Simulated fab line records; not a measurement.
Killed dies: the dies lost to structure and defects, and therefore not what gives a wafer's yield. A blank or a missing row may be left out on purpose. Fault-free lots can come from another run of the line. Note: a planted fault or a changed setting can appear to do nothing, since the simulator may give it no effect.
What tool caused it? | flow nandHarc | 13 lots with 39 wafers sampled at 6 steps, on a route of 1159 steps

== WHAT THE GAUGES SHOWED, per wafer ==
NHARC_P_BONDPAD_INSPECT_23. Usual: rawDefectCount reads 319 (standard deviation 99).
lot  | measured     | on               | rawDefectCount | flag
L957 | day 6 15:04  | defectInspect-02 | 253 294 350    | 
L956 | day 6 15:43  | defectInspect-01 | 248 407 232    | 
L959 | day 7 04:20  | defectInspect-02 | 348 373 361    | 
L958 | day 7 12:52  | defectInspect-01 | 383 208 287    | 
L966 | day 9 01:29  | defectInspect-01 | 293 313 226    | 
L971 | day 10 14:16 | defectInspect-02 | 211 432 412    | 
L972 | day 10 14:50 | defectInspect-01 | 334 292 275    | 
L973 | day 10 20:59 | defectInspect-01 | 567 254 258    | 
L974 | day 10 21:59 | defectInspect-01 | 190 170 288    | 
L976 | day 11 12:29 | defectInspect-02 | 541 525 296    | 
L977 | day 11 15:19 | defectInspect-01 | 347 238 279    | 
L978 | day 11 23:25 | defectInspect-01 | 238 286 219    | 
L979 | day 12 07:32 | defectInspect-01 | 165 307 195    | 

NHARC_A_ONON_D1_THK_MEAS_11: measures by ellipsometry. Usual: thkNm reads 1000 nm (standard deviation 7.6).
lot  | measured     | on           | thkNm (nm)     | flag
L957 | day 7 18:36  | filmMetro-01 | 996 997 995    | 
L956 | day 7 18:36  | filmMetro-02 | 1006 1006 1005 | 
L959 | day 8 07:08  | filmMetro-02 | 1003 1005 1005 | 
L958 | day 8 14:27  | filmMetro-02 | 1005 1004 1005 | 
L966 | day 10 02:24 | filmMetro-02 | 992 990 990    | 
L971 | day 11 15:26 | filmMetro-02 | 1011 1010 1013 | 
L972 | day 11 15:25 | filmMetro-02 | 1006 1008 1005 | 
L973 | day 12 00:35 | filmMetro-01 | 999 999 1001   | 
L974 | day 12 00:34 | filmMetro-02 | 993 993 995    | 
L976 | day 12 17:18 | filmMetro-01 | 999 998 998    | 
L977 | day 12 17:18 | filmMetro-02 | 984 983 983    | 
L978 | day 13 01:15 | filmMetro-02 | 987 987 989    | 
L979 | day 13 09:22 | filmMetro-01 | 1005 1003 1003 | 

NHARC_A_ONON_D1_THK_MEAS_21: measures by ellipsometry. Usual: thkNm reads 1001 nm (standard deviation 10).
lot  | measured     | on           | thkNm (nm)     | flag
L957 | day 8 03:49  | filmMetro-01 | 990 991 991    | 
L956 | day 8 03:49  | filmMetro-02 | 1011 1011 1011 | 
L959 | day 8 16:19  | filmMetro-01 | 987 989 986    | 
L958 | day 8 22:41  | filmMetro-02 | 988 989 989    | 
L966 | day 10 13:49 | filmMetro-02 | 1530 998 999   | OFF
L971 | day 12 03:11 | filmMetro-01 | 1010 1010 1011 | 
L972 | day 12 03:13 | filmMetro-02 | 998 997 997    | 
L973 | day 12 10:53 | filmMetro-01 | 1012 1011 1010 | 
L974 | day 12 10:54 | filmMetro-02 | 1010 1008 1009 | 
L976 | day 13 01:39 | filmMetro-02 | 983 980 979    | 
L977 | day 13 01:39 | filmMetro-01 | 1001 1001 1001 | 
L978 | day 13 09:35 | filmMetro-01 | 1005 1004 1004 | 
L979 | day 13 18:53 | filmMetro-02 | 1008 1008 1008 | 

NHARC_END_SORT_01. Usual: killedAtArray 26, standard deviation 11; killedAtOther 0.6, standard deviation 1; killedAtPeriphery 3.1, standard deviation 2.1; killedDies 30, standard deviation 11; killedOpen 3.4, standard deviation 1.8; killedShort 2.1, standard deviation 1.5.
lot  | measured     | on        | killedAtArray | killedAtOther | killedAtPeriphery | killedDies | killedOpen | killedShort | flag
L966 | day 21 22:23 | prober-02 | 674 25 21     | 0 1 0         | 3 7 1             | 677 33 22  | 5 5 3      | 2 5 0       | OFF

== EACH LOT AND THE TOOL THAT RAN IT (in order: tool; ch and the chambers of the sampled wafers; start) ==
lot  | NHARC_A_ZERO_WELL_DESCUM_12       | NHARC_A_ONON_D1_DEP_19
L957 | rieDiel-03 ch 0,3, day 6 16:25    | pecvdOnon-04 ch 0, day 8 03:18
L956 | rieDiel-05 ch 1,2,3, day 6 17:13  | pecvdOnon-02 ch 0, day 8 03:19
L959 | rieDiel-03 ch 0,1,2, day 7 05:49  | pecvdOnon-03 ch 0, day 8 15:59
L958 | rieDiel-03 ch 0,1,3, day 7 14:20  | pecvdOnon-04 ch 0, day 8 22:10
L966 | rieDiel-05 ch 0,1, day 9 02:56    | pecvdOnon-02 ch 0, day 10 13:18
L971 | rieDiel-03 ch 0,1, day 10 15:37   | pecvdOnon-03 ch 0, day 12 02:40
L972 | rieDiel-03 ch 1,3, day 10 16:20   | pecvdOnon-04 ch 0, day 12 02:41
L973 | rieDiel-12 ch 2,3, day 10 22:27   | pecvdOnon-03 ch 0, day 12 10:30
L974 | rieDiel-03 ch 0,1,2, day 10 23:28 | pecvdOnon-04 ch 0, day 12 10:30
L976 | rieDiel-05 ch 0,2,3, day 11 13:59 | pecvdOnon-04 ch 0, day 13 01:12
L977 | rieDiel-12 ch 0,1,2, day 11 16:49 | pecvdOnon-02 ch 0, day 13 01:16
L978 | rieDiel-03 ch 1,2, day 12 00:53   | pecvdOnon-04 ch 0, day 13 09:11
L979 | rieDiel-05 ch 1,2,3, day 12 08:53 | pecvdOnon-04 ch 0, day 13 18:30
- NHARC_A_ZERO_WELL_DESCUM_12: chemistry O2, time 3 s.
- NHARC_A_ONON_D1_DEP_19: target thk 1000 nm.

== AS READ BY THE TOOLS THEMSELVES (means over the sampled wafers that have a number; for cases with no such wafer, the mark the record gives instead) ==
NHARC_A_ZERO_WELL_DESCUM_12. Usual: drypumpMotorCurrentA 5.7 A, standard deviation 0.56; oesProductAu 1.003 a.u., standard deviation 0.011; rfVppV 57.7 V, standard deviation 0.93; showerheadPlenumPTorr 1.86 Torr, standard deviation 0.079; throttleValvePct 11.312 %, standard deviation 0.0085.
lot  | tool       | drypumpMotorCurrentA (A) | oesProductAu (a.u.) | rfVppV (V) | showerheadPlenumPTorr (Torr) | throttleValvePct (%) | flag
L957 | rieDiel-03 | 5.6                      | 0.998               | 57.5       | 1.89                         | 11.317               | 
L956 | rieDiel-05 | 5.9                      | 1.000               | 56.0       | 1.83                         | 11.312               | 
L959 | rieDiel-03 | 5.4                      | 0.999               | 57.8       | 1.84                         | 11.311               | 
L958 | rieDiel-03 | 5.6                      | 0.997               | 58.3       | 1.87                         | 11.313               | 
L966 | rieDiel-05 | 5.6                      | 0.999               | 57.7       | 1.93                         | 11.315               | 
L971 | rieDiel-03 | 5.7                      | 1.009               | 57.4       | 1.84                         | 11.316               | 
L972 | rieDiel-03 | 5.8                      | 1.006               | 57.9       | 1.81                         | 11.325               | 
L973 | rieDiel-12 | 5.0                      | 1.007               | 57.5       | 1.93                         | 11.316               | 
L974 | rieDiel-03 | 5.4                      | 0.995               | 56.5       | 1.84                         | 11.306               | 
L976 | rieDiel-05 | 5.9                      | 1.004               | 58.1       | 1.88                         | 11.313               | 
L977 | rieDiel-12 | 6.0                      | 1.018               | 57.9       | 1.89                         | 11.310               | 
L978 | rieDiel-03 | 5.3                      | 1.006               | 57.1       | 1.79                         | 11.310               | 
L979 | rieDiel-05 | 5.9                      | 0.996               | 57.0       | 1.83                         | 11.317               | 

== THE ANSWER, worked out from the rows above alone ==
Rule: lot off if the mean of its wafers having a number is beyond 3 standard deviations from the usual mean. A lot without any number at a reading at which 4 lots or more have one is off too. Where the step has rows for the other lots, those lots are counted as sound. Order of review: gauges by route order, followed by the tools' own readings, for which a lot's mean as printed above is used. The first step at which some lot is off is used, and at that step the reading that is off furthest; a lot without a number counts as furthest.
Off at NHARC_A_ONON_D1_THK_MEAS_21 (thkNm): L966.
If a tool, at a process step before that reading, ran all the lots that are off and no sound lot after the first of them, it fits. The gauges at NHARC_A_ONON_D1_THK_MEAS_21 aren't tried: what is off there is off at NHARC_END_SORT_01 too, on other tools, and a gauge's error can't cause that. Of those tried, none fits.

== WHAT WAS PUT IN BY THE SIMULATOR ==
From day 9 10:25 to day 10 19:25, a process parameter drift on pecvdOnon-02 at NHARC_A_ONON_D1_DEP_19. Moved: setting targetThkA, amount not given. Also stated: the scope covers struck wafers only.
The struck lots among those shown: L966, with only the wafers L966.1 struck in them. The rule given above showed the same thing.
